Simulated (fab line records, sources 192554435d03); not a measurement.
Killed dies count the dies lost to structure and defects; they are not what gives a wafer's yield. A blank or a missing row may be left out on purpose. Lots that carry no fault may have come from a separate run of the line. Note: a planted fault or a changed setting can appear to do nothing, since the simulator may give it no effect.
Which of the tools did it? :: flow n5Finfet :: 11 lots with 32 wafers sampled at 5 steps, on a route of 1938 steps

## WHAT THE GAUGES SHOWED, per wafer
N5_BEOL_M15_THK_MEAS_50: measures by xrf.
lot: L973
measured: day 12 04:43
on: filmMetro-01
M15_THK (nm): 879 852 864

lot: L974
measured: day 12 09:25
on: filmMetro-02
M15_THK (nm): 870 843 853

lot: L975
measured: day 12 20:38
on: filmMetro-02
M15_THK (nm): 826 821 819

lot: L977
measured: day 12 22:29
on: filmMetro-02
M15_THK (nm): 869 827 831

lot: L979
measured: day 13 19:13
on: filmMetro-02
M15_THK (nm): 847 831 824

lot: L984
measured: day 14 16:33
on: filmMetro-01
M15_THK (nm): 827 852 854

lot: L991
measured: day 16 05:22
on: filmMetro-02
M15_THK (nm): 860 850 864

lot: L992
measured: day 16 21:37
on: filmMetro-01
M15_THK (nm): 854 868 848

lot: L994
measured: day 17 13:38
on: filmMetro-02
M15_THK (nm): 841 855 856

lot: L996
measured: day 17 22:01
on: filmMetro-02
M15_THK (nm): 848 895 891

lot: L995
measured: day 18 23:20
on: filmMetro-02
M15_THK (nm): 812 859

## TOOL THAT RAN EACH LOT (tool first, then ch and the chambers of the sampled wafers, then the start)
lot: L973
N5_BEOL_M15_STRIP_37: rieDiel-05 ch 0,2, day 12 03:34 or earlier
N5_BEOL_M15_PRE_CLEAN_42: pvdSputter-01, day 12 03:34
N5_BEOL_M15_SPUTTER_44: pvdSputter-01, day 12 03:41
N5_BEOL_M15_CMP_49: cmp-04 ch 0,1,2, day 12 04:30

lot: L974
N5_BEOL_M15_STRIP_37: rieDiel-04 ch 1,2,3, day 12 08:16 or earlier
N5_BEOL_M15_PRE_CLEAN_42: pvdSputter-03, day 12 08:16
N5_BEOL_M15_SPUTTER_44: pvdSputter-03, day 12 08:23
N5_BEOL_M15_CMP_49: cmp-01 ch 2,3, day 12 09:08

lot: L975
N5_BEOL_M15_STRIP_37: rieDiel-04 ch 0,1,2, day 12 19:08 or earlier
N5_BEOL_M15_PRE_CLEAN_42: pvdSputter-03, day 12 19:08
N5_BEOL_M15_SPUTTER_44: pvdSputter-03, day 12 19:15
N5_BEOL_M15_CMP_49: cmp-04 ch 0,1, day 12 20:22

lot: L977
N5_BEOL_M15_STRIP_37: rieDiel-04 ch 0,2,3, day 12 21:20 or earlier
N5_BEOL_M15_PRE_CLEAN_42: pvdSputter-02, day 12 21:20
N5_BEOL_M15_SPUTTER_44: pvdSputter-02, day 12 21:27
N5_BEOL_M15_CMP_49: cmp-03 ch 0,2,3, day 12 22:16

lot: L979
N5_BEOL_M15_STRIP_37: rieDiel-05 ch 0,1,2, day 13 18:04 or earlier
N5_BEOL_M15_PRE_CLEAN_42: pvdSputter-01, day 13 18:04
N5_BEOL_M15_SPUTTER_44: pvdSputter-01, day 13 18:11
N5_BEOL_M15_CMP_49: cmp-04 ch 0,2,3, day 13 18:59

lot: L984
N5_BEOL_M15_STRIP_37: rieDiel-05 ch 0,2, day 14 15:13 or earlier
N5_BEOL_M15_PRE_CLEAN_42: pvdSputter-01, day 14 15:13
N5_BEOL_M15_SPUTTER_44: pvdSputter-01, day 14 15:20
N5_BEOL_M15_CMP_49: cmp-01 ch 2,3, day 14 16:15

lot: L991
N5_BEOL_M15_STRIP_37: rieDiel-05 ch 0,2, day 16 04:13 or earlier
N5_BEOL_M15_PRE_CLEAN_42: pvdSputter-03, day 16 04:13
N5_BEOL_M15_SPUTTER_44: pvdSputter-03, day 16 04:20
N5_BEOL_M15_CMP_49: cmp-01 ch 0,1,2, day 16 05:09

lot: L992
N5_BEOL_M15_STRIP_37: rieDiel-04 ch 0,1, day 16 20:28 or earlier
N5_BEOL_M15_PRE_CLEAN_42: pvdSputter-03, day 16 20:28
N5_BEOL_M15_SPUTTER_44: pvdSputter-03, day 16 20:35
N5_BEOL_M15_CMP_49: cmp-04 ch 1,3, day 16 21:22

lot: L994
N5_BEOL_M15_STRIP_37: rieDiel-04 ch 1,2,3, day 17 12:28 or earlier
N5_BEOL_M15_PRE_CLEAN_42: pvdSputter-02, day 17 12:28
N5_BEOL_M15_SPUTTER_44: pvdSputter-02, day 17 12:35
N5_BEOL_M15_CMP_49: cmp-01 ch 0,1,2, day 17 13:20

lot: L996
N5_BEOL_M15_STRIP_37: rieDiel-04 ch 1,2,3, day 17 20:52 or earlier
N5_BEOL_M15_PRE_CLEAN_42: pvdSputter-01, day 17 20:52
N5_BEOL_M15_SPUTTER_44: pvdSputter-01, day 17 20:59
N5_BEOL_M15_CMP_49: cmp-03 ch 2,3, day 17 21:43

lot: L995
N5_BEOL_M15_STRIP_37: rieDiel-02 ch 2,3, day 18 22:01 or earlier
N5_BEOL_M15_PRE_CLEAN_42: pvdSputter-02, day 18 22:01
N5_BEOL_M15_SPUTTER_44: pvdSputter-02, day 18 22:08
N5_BEOL_M15_CMP_49: cmp-01 ch 1,3, day 18 23:10
- N5_BEOL_M15_STRIP_37: strips in O2.
- N5_BEOL_M15_PRE_CLEAN_42: time 30 s.
- N5_BEOL_M15_SPUTTER_44: material Ta, target thk 15 nm, time 24.19 s.
- N5_BEOL_M15_CMP_49: polishes, stops on SiO2, t overpolish 4.9 s, target thk 850 nm.

## AS READ BY THE TOOLS THEMSELVES (means over the sampled wafers that have a number; for cases with no such wafer, the mark the record gives instead)
N5_BEOL_M15_STRIP_37.
lot: L973
tool: rieDiel-05
drypumpMotorCurrentA (A): 6.2
oesProductAu (a.u.): 0.75
rfVppV (V): 3.2
showerheadPlenumPTorr (Torr): 2.11
throttleValvePct (%): 16.78

lot: L974
tool: rieDiel-04
drypumpMotorCurrentA (A): 5.4
oesProductAu (a.u.): 0.89
rfVppV (V): 3.0
showerheadPlenumPTorr (Torr): 2.16
throttleValvePct (%): 16.49

lot: L975
tool: rieDiel-04
drypumpMotorCurrentA (A): 5.4
oesProductAu (a.u.): 0.88
rfVppV (V): 3.7
showerheadPlenumPTorr (Torr): 2.22
throttleValvePct (%): 16.60

lot: L977
tool: rieDiel-04
drypumpMotorCurrentA (A): 5.1
oesProductAu (a.u.): 0.83
rfVppV (V): 2.5
showerheadPlenumPTorr (Torr): 2.16
throttleValvePct (%): 16.40

lot: L979
tool: rieDiel-05
drypumpMotorCurrentA (A): 5.9
oesProductAu (a.u.): 0.74
rfVppV (V): 2.7
showerheadPlenumPTorr (Torr): 2.07
throttleValvePct (%): 16.70

lot: L984
tool: rieDiel-05
drypumpMotorCurrentA (A): 6.2
oesProductAu (a.u.): 0.73
rfVppV (V): 3.6
showerheadPlenumPTorr (Torr): 2.11
throttleValvePct (%): 16.81

lot: L991
tool: rieDiel-05
drypumpMotorCurrentA (A): 6.3
oesProductAu (a.u.): 0.71
rfVppV (V): 3.7
showerheadPlenumPTorr (Torr): 2.10
throttleValvePct (%): 16.84

lot: L992
tool: rieDiel-04
drypumpMotorCurrentA (A): 5.6
oesProductAu (a.u.): 0.86
rfVppV (V): 4.0
showerheadPlenumPTorr (Torr): 2.24
throttleValvePct (%): 16.51

lot: L994
tool: rieDiel-04
drypumpMotorCurrentA (A): 5.4
oesProductAu (a.u.): 0.82
rfVppV (V): 4.0
showerheadPlenumPTorr (Torr): 2.15
throttleValvePct (%): 16.57

lot: L996
tool: rieDiel-04
drypumpMotorCurrentA (A): 5.4
oesProductAu (a.u.): 0.81
rfVppV (V): 2.8
showerheadPlenumPTorr (Torr): 2.15
throttleValvePct (%): 16.56

lot: L995
tool: rieDiel-02
drypumpMotorCurrentA (A): 5.6
oesProductAu (a.u.): 0.81
rfVppV (V): 3.8
showerheadPlenumPTorr (Torr): 2.14
throttleValvePct (%): 16.75

N5_BEOL_M15_PRE_CLEAN_42.
lot: L973
tool: pvdSputter-01
heaterPowerW (W): 440

lot: L974
tool: pvdSputter-03
heaterPowerW (W): 481

lot: L975
tool: pvdSputter-03
heaterPowerW (W): 456

lot: L977
tool: pvdSputter-02
heaterPowerW (W): 465

lot: L979
tool: pvdSputter-01
heaterPowerW (W): 513

lot: L984
tool: pvdSputter-01
heaterPowerW (W): 586

lot: L991
tool: pvdSputter-03
heaterPowerW (W): 467

lot: L992
tool: pvdSputter-03
heaterPowerW (W): 456

lot: L994
tool: pvdSputter-02
heaterPowerW (W): 478

lot: L996
tool: pvdSputter-01
heaterPowerW (W): 528

lot: L995
tool: pvdSputter-02
heaterPowerW (W): 418

N5_BEOL_M15_SPUTTER_44.
lot: L973
tool: pvdSputter-01
biasV (V): 80.0
cathodeDcPowerW (W): 14998
throttleValvePct (%): 28.9

lot: L974
tool: pvdSputter-03
biasV (V): 79.3
cathodeDcPowerW (W): 15001
throttleValvePct (%): 31.0

lot: L975
tool: pvdSputter-03
biasV (V): 80.5
cathodeDcPowerW (W): 15000
throttleValvePct (%): 31.1

lot: L977
tool: pvdSputter-02
biasV (V): 79.6
cathodeDcPowerW (W): 14998
throttleValvePct (%): 30.0

lot: L979
tool: pvdSputter-01
biasV (V): 79.9
cathodeDcPowerW (W): 14998
throttleValvePct (%): 29.4

lot: L984
tool: pvdSputter-01
biasV (V): 80.1
cathodeDcPowerW (W): 15002
throttleValvePct (%): 30.2

lot: L991
tool: pvdSputter-03
biasV (V): 79.7
cathodeDcPowerW (W): 15000
throttleValvePct (%): 30.9

lot: L992
tool: pvdSputter-03
biasV (V): 80.4
cathodeDcPowerW (W): 15002
throttleValvePct (%): 31.3

lot: L994
tool: pvdSputter-02
biasV (V): 79.2
cathodeDcPowerW (W): 15000
throttleValvePct (%): 30.2

lot: L996
tool: pvdSputter-01
biasV (V): 80.3
cathodeDcPowerW (W): 15001
throttleValvePct (%): 30.1

lot: L995
tool: pvdSputter-02
biasV (V): 79.7
cathodeDcPowerW (W): 14999
throttleValvePct (%): 29.7

N5_BEOL_M15_CMP_49.
lot: L973
tool: cmp-04
barrierFieldEndpointS (s): 11.56
headPressurePsi (psi): 2.003
motorCurrentA (A): 7.7

lot: L974
tool: cmp-01
barrierFieldEndpointS (s): 11.67
headPressurePsi (psi): 2.000
motorCurrentA (A): 8.3

lot: L975
tool: cmp-04
barrierFieldEndpointS (s): 11.45
headPressurePsi (psi): 2.000
motorCurrentA (A): 7.6

lot: L977
tool: cmp-03
barrierFieldEndpointS (s): 11.33
headPressurePsi (psi): 2.001
motorCurrentA (A): 7.4

lot: L979
tool: cmp-04
barrierFieldEndpointS (s): 10.67
headPressurePsi (psi): 2.000
motorCurrentA (A): 8.3

lot: L984
tool: cmp-01
barrierFieldEndpointS (s): 11.03
headPressurePsi (psi): 1.996
motorCurrentA (A): 8.3

lot: L991
tool: cmp-01
barrierFieldEndpointS (s): 11.05
headPressurePsi (psi): 1.997
motorCurrentA (A): 8.4

lot: L992
tool: cmp-04
barrierFieldEndpointS (s): 11.54
headPressurePsi (psi): 2.003
motorCurrentA (A): 8.5

lot: L994
tool: cmp-01
barrierFieldEndpointS (s): 11.15
headPressurePsi (psi): 2.002
motorCurrentA (A): 8.3

lot: L996
tool: cmp-03
barrierFieldEndpointS (s): 11.44
headPressurePsi (psi): 1.997
motorCurrentA (A): 7.5

lot: L995
tool: cmp-01
barrierFieldEndpointS (s): 11.52
headPressurePsi (psi): 1.999
motorCurrentA (A): 8.6

## THE ANSWER, worked out from the rows above alone
Rule: what is usual is taken from the lots themselves. Put in order of their means at a reading, lots are off if they are a third of the lots or fewer, leave a main group of 4 or more, and stand apart from it by a gap of 3 or more times the standard deviation of the main group's means; of several such gaps the widest counts. If all means in a main group match to the digits the tables above print for the reading, that group is not used. Also off: a lot with no number at a reading for which 4 or more lots have one. Where the step has rows for the other lots, those lots are counted as sound. The gauges are gone through in route order, then the tools' own readings, and for those a lot's mean is taken as printed above. The first step at which some lot is off is used, and at that step the reading that is off furthest; a lot without a number counts as furthest.
Nothing can be told from this: no lot is off at any reading shown.

## WHAT THE SIMULATOR PUT IN
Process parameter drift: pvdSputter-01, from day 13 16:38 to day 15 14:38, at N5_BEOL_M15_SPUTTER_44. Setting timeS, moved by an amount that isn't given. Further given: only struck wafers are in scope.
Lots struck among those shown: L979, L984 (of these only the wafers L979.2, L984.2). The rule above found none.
